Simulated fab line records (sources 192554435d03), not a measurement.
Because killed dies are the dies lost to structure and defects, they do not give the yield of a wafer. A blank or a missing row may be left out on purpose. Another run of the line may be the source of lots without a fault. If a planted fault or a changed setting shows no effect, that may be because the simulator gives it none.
Matching of chambers	flow n5Finfet	aldSin-03 running N5_BEOL_M0_SAQP_SPACER1_ALD_98: 4 sister chambers
The step deposits SiO2, target thk 12.8 nm, pulse time 1 s, purge time 2 s. 4 wafers are shown with their chamber, then 11 later ones without.

== WAFERS, EACH WITH ITS CHAMBER ==
wafer	chamber	heaterPowerOuterW (W)
L081.2	0	284
L082.3	3	223
L085.2	1	221
L087.1	2	310

== WAFERS WITHOUT THEIR CHAMBER ==
wafer	heaterPowerOuterW (W)
L087.4	226
L087.5	287
L088.2	325
L088.4	220
L088.5	220
L095.3	316
L095.5	216
L095.6	295
L096.1	322
L096.4	217
L096.5	219

== WHICH CHAMBER EACH WENT THROUGH ==
wafer	from the rows above	in truth
L087.4	can't be placed: 3 or 1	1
L087.5	0	0
L088.2	2	2
L088.4	can't be placed: 1 or 3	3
L088.5	can't be placed: 1 or 3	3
L095.3	2	2
L095.5	can't be placed: 1 or 3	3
L095.6	can't be placed: 0 or 2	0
L096.1	2	2
L096.4	can't be placed: 1 or 3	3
L096.5	can't be placed: 1 or 3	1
Correctly placed: 4 of 11. Can't be placed from these rows: 7 (the true chamber is among the candidates in 7). Placed wrongly: 0.
How it was worked out, from the rows above alone: a wafer's distance from a chamber is the root of the sum, over the readings, of the square of ((its reading less the chamber's mean) divided by the reading's scatter). If the next closest chamber is less than 2 further off than the closest, the wafer can't be placed; otherwise it belongs to the closest. For every chamber, the mean is computed from those of its wafers that are shown. The scatter: with one shown wafer a chamber, the root of the mean of the squares of how far each hidden wafer lies from its nearest shown one.
